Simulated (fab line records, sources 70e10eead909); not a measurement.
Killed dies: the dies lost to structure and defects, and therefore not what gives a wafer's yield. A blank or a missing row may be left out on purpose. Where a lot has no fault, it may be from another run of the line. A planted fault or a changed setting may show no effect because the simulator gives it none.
Commonality check across tools / flow nandHarc / 13 lots and 39 wafers in the sample

REASON FOR OPENING
At NHARC_P_GATE_INSPECT_68 the reading rawDefectCount is flagged on 3 of 13 lots. No-fault wafers: 201, standard deviation 81.
Rule: a lot is flagged in two cases, either no wafer of it has a number, or all its wafers with numbers fall more than 4 standard deviations from that mean. The other lots count as sound.

lot=L659; measured=day 6 02:01; on=defectInspect-02; rawDefectCount, wafer by wafer=648 247 500; flag=
lot=L661; measured=day 6 12:54; on=defectInspect-01; rawDefectCount, wafer by wafer=319 348 294; flag=
lot=L664; measured=day 7 18:48; on=defectInspect-01; rawDefectCount, wafer by wafer=243 211 139; flag=
lot=L666; measured=day 8 11:49; on=defectInspect-02; rawDefectCount, wafer by wafer=150 210 111; flag=
lot=L668; measured=day 9 12:23; on=defectInspect-02; rawDefectCount, wafer by wafer=187 237 111; flag=
lot=L674; measured=day 11 22:52; on=defectInspect-01; rawDefectCount, wafer by wafer=3440 3420 3484; flag=FLAGGED
lot=L675; measured=day 12 12:31; on=defectInspect-01; rawDefectCount, wafer by wafer=3386 3494 3577; flag=FLAGGED
lot=L676; measured=day 12 22:25; on=defectInspect-01; rawDefectCount, wafer by wafer=3514 3638 3518; flag=FLAGGED
lot=L677; measured=day 13 09:04; on=defectInspect-01; rawDefectCount, wafer by wafer=169 219 208; flag=
lot=L678; measured=day 13 13:19; on=defectInspect-01; rawDefectCount, wafer by wafer=284 169 215; flag=
lot=L679; measured=day 14 03:39; on=defectInspect-02; rawDefectCount, wafer by wafer=423 231 385; flag=
lot=L680; measured=day 14 13:55; on=defectInspect-01; rawDefectCount, wafer by wafer=150 214 174; flag=
lot=L681; measured=day 14 18:02; on=defectInspect-01; rawDefectCount, wafer by wafer=191 181 220; flag=
On average the flagged lots' numbers are 3497, which is +3296 against the usual, or +41 standard deviations.

WHICH TOOL EACH LOT WENT THROUGH
The record holds 2 process steps before the reading, out of a route of 1302 steps. Read each cell as the tool, then ch plus the chambers that the sampled wafers visited, then the start.
lot=L659; flag=; NHARC_P_STI_CMP_21=cmp-04 ch 0,1,2, day 3 19:57; NHARC_P_GATE_HM_DEP_102=aclDep-01 ch 0, day 5 06:13
lot=L661; flag=; NHARC_P_STI_CMP_21=cmp-01 ch 1,2,3, day 4 10:03; NHARC_P_GATE_HM_DEP_102=aclDep-02 ch 0, day 5 17:01
lot=L664; flag=; NHARC_P_STI_CMP_21=cmp-03 ch 0,2, day 5 15:09; NHARC_P_GATE_HM_DEP_102=aclDep-01 ch 0, day 6 20:55
lot=L666; flag=; NHARC_P_STI_CMP_21=cmp-04 ch 1,2,3, day 6 11:53; NHARC_P_GATE_HM_DEP_102=aclDep-02 ch 0, day 7 15:08
lot=L668; flag=; NHARC_P_STI_CMP_21=cmp-04 ch 0,2, day 7 09:32; NHARC_P_GATE_HM_DEP_102=aclDep-03 ch 0, day 8 16:29
lot=L674; flag=FLAGGED; NHARC_P_STI_CMP_21=cmp-03 ch 0,1,3, day 9 19:35; NHARC_P_GATE_HM_DEP_102=aclDep-01, day 11 01:59
lot=L675; flag=FLAGGED; NHARC_P_STI_CMP_21=cmp-04 ch 0,2,3, day 10 06:08; NHARC_P_GATE_HM_DEP_102=aclDep-01, day 11 16:46
lot=L676; flag=FLAGGED; NHARC_P_STI_CMP_21=cmp-03 ch 1,2, day 10 17:02; NHARC_P_GATE_HM_DEP_102=aclDep-02, day 12 00:43
lot=L677; flag=; NHARC_P_STI_CMP_21=cmp-01 ch 0,3, day 11 06:04; NHARC_P_GATE_HM_DEP_102=aclDep-03 ch 0, day 12 13:27
lot=L678; flag=; NHARC_P_STI_CMP_21=cmp-03 ch 1,2,3, day 11 12:21; NHARC_P_GATE_HM_DEP_102=aclDep-02 ch 0, day 12 17:18
lot=L679; flag=; NHARC_P_STI_CMP_21=cmp-04 ch 2,3, day 11 23:26; NHARC_P_GATE_HM_DEP_102=aclDep-02 ch 0, day 13 08:03
lot=L680; flag=; NHARC_P_STI_CMP_21=cmp-03 ch 2,3, day 12 09:38; NHARC_P_GATE_HM_DEP_102=aclDep-01 ch 0, day 13 18:16
lot=L681; flag=; NHARC_P_STI_CMP_21=cmp-04 ch 0,1,2, day 12 17:28; NHARC_P_GATE_HM_DEP_102=aclDep-02 ch 0, day 13 22:30
What the steps here do:
- NHARC_P_STI_CMP_21: polishes, t overpolish 20 s, target thk 380.67 nm.
- NHARC_P_GATE_HM_DEP_102: deposits aC, target thk 120 nm.
- NHARC_P_GATE_INSPECT_68

FLAGGED AGAINST TOTAL, ONE TOOL AT A TIME (gauges that did the reading follow at the end)
step=NHARC_P_STI_CMP_21; tool=cmp-01; lots run=2; flagged=0; share of the flagged lots=none; sound lots run after its first flagged lot=-
step=NHARC_P_STI_CMP_21; tool=cmp-03; lots run=5; flagged=2; share of the flagged lots=some; sound lots run after its first flagged lot=2 (L678,L680)
step=NHARC_P_STI_CMP_21; tool=cmp-04; lots run=6; flagged=1; share of the flagged lots=some; sound lots run after its first flagged lot=2 (L679,L681)
step=NHARC_P_GATE_HM_DEP_102; tool=aclDep-01; lots run=5; flagged=2; share of the flagged lots=some; sound lots run after its first flagged lot=1 (L680)
step=NHARC_P_GATE_HM_DEP_102; tool=aclDep-02; lots run=6; flagged=1; share of the flagged lots=some; sound lots run after its first flagged lot=3 (L678,L679,L681)
step=NHARC_P_GATE_HM_DEP_102; tool=aclDep-03; lots run=2; flagged=0; share of the flagged lots=none; sound lots run after its first flagged lot=-
step=NHARC_P_GATE_INSPECT_68; tool=defectInspect-01; lots run=9; flagged=3; share of the flagged lots=all; sound lots run after its first flagged lot=4 (L677,L678,L680,L681)
step=NHARC_P_GATE_INSPECT_68; tool=defectInspect-02; lots run=4; flagged=0; share of the flagged lots=none; sound lots run after its first flagged lot=-

WHAT THE TABLE PERMITS
All flagged lots share 1 row of the table, namely defectInspect-01 at NHARC_P_GATE_INSPECT_68.
- defectInspect-01 at NHARC_P_GATE_INSPECT_68: 3 of its 9 lots flagged. After the first flagged lot (L677, L678, L680, L681), sound lots still ran on it; a lasting fault on the whole tool would not permit that.
Every row of the table either missed a flagged lot or ran a sound lot after the first.

WHAT HAD BEEN PUT IN BY THE SIMULATOR
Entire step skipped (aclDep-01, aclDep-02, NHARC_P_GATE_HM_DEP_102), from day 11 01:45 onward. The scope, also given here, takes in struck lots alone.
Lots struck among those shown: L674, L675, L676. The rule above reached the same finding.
